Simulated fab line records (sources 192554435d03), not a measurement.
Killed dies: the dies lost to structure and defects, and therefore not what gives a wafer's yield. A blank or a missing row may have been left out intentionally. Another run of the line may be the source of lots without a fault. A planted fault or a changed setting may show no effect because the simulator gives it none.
Chamber matching	flow n5 finfet	4 sister chambers for N5_BEOL_M5_STRIP_36 on rie diel-02
The step strips in N2/H2. 16 wafers are shown with their chamber, then 8 later ones without.

## WAFERS WITH THEIR CHAMBER
wafer	chamber	drypump motor current A (A)	showerhead plenum p Torr (Torr)	throttle valve pct (%)
L074.1	2	6.5	2.54	24.1
L074.4	0	5.1	2.60	23.7
L074.6	2	6.5	2.54	24.1
L078.1	1	5.7	2.53	23.4
L078.2	3	5.6	2.72	23.3
L078.3	2	6.5	2.54	24.1
L083.1	3	5.5	2.72	23.3
L083.5	2	6.5	2.54	24.1
L083.6	3	5.6	2.72	23.3
L085.3	1	5.7	2.53	23.4
L085.4	1	5.7	2.53	23.4
L085.5	3	5.6	2.71	23.3
L091.3	1	5.7	2.52	23.3
L091.4	3	5.6	2.71	23.3
L091.5	2	6.5	2.53	24.2
L092.1	3	5.6	2.71	23.3

SIGNATURES (means of the wafers above)
reading	chamber 0	chamber 1	chamber 2	chamber 3	scatter within a chamber
drypump motor current A	5.100	5.700	6.500	5.583	0.0264
showerhead plenum p Torr	2.6000	2.5275	2.5380	2.7150	0.00504
throttle valve pct	23.700	23.375	24.120	23.300	0.0359
Rule: a wafer's distance from a chamber is the root of the sum, over the readings, of the square of ((its reading less the chamber's mean) divided by the reading's scatter). The wafer belongs to the nearest chamber; if the next one is less than 2 further off, it can't be placed. How the scatter is found: for the shown wafers, subtract from each reading the mean of its chamber, square and add these, divide the total by (wafers less chambers), then take the root.

## WAFERS WITH NO CHAMBER GIVEN
wafer	drypump motor current A (A)	showerhead plenum p Torr (Torr)	throttle valve pct (%)
L092.2	5.8	2.52	23.4
L092.5	6.5	2.53	24.2
L095.1	5.8	2.52	23.4
L095.4	5.6	2.70	23.3
L095.6	6.5	2.53	24.2
L097.1	5.6	2.70	23.3
L097.2	6.5	2.52	24.2
L097.5	5.6	2.70	23.3

## CHAMBER TAKEN BY EACH
wafer	from the rows above	in truth
L092.2	1	1
L092.5	2	2
L095.1	1	1
L095.4	3	3
L095.6	2	2
L097.1	3	3
L097.2	2	2
L097.5	3	3
Correct placement for 8 of the 8. Number that these rows cannot place: 0. Wrongly placed: 0.
